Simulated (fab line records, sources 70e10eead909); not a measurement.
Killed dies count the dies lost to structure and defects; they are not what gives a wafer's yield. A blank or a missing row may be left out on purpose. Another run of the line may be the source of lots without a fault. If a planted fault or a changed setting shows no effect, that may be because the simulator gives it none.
Chamber matching	flow nand_harc	rie_diel-04 running NHARC_A_STAIRCASE_DESCUM_312: 4 sister chambers
The step chemistry O2, time 3 s. 8 wafers are shown with their chamber, then 9 later ones without.

== WAFERS, EACH WITH ITS CHAMBER ==
wafer	chamber	showerhead_plenum_p_Torr (Torr)	drypump_motor_current_A (A)
L077.2	1	1.79	5.7
L088.4	3	1.76	6.2
L089.1	2	2.06	5.9
L089.3	3	1.76	6.3
L089.4	0	1.86	5.7
L092.1	0	1.85	5.7
L092.2	1	1.78	5.7
L092.5	2	2.06	5.9

== WAFERS WITHOUT THEIR CHAMBER ==
wafer	showerhead_plenum_p_Torr (Torr)	drypump_motor_current_A (A)
L094.1	2.07	6.2
L094.2	1.85	5.7
L094.5	2.07	6.2
L096.2	1.78	5.7
L096.3	2.07	6.2
L096.4	2.05	5.9
L097.1	2.07	6.2
L097.3	1.78	5.7
L097.6	2.07	6.2

== EACH ONE'S CHAMBER ==
wafer	from the rows above	in truth
L094.1	2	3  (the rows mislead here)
L094.2	0	0
L094.5	2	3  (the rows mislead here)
L096.2	1	1
L096.3	2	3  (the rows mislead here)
L096.4	2	2
L097.1	2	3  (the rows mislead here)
L097.3	1	1
L097.6	2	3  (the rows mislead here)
Correct placement for 4 of the 9. From these rows, 0 cannot be placed. Placed wrongly: 5.
How it was worked out, from the rows above alone: a wafer's distance from a chamber is the root of the sum, over the readings, of the square of ((its reading less the chamber's mean) divided by the reading's scatter). If the next closest chamber is less than 2 further off than the closest, the wafer can't be placed; otherwise it belongs to the closest. For every chamber, the mean is computed from those of its wafers that are shown. The scatter: take each reading less its chamber's mean, square it, sum over the shown wafers, divide by the number of wafers less the number of chambers, and take the root.
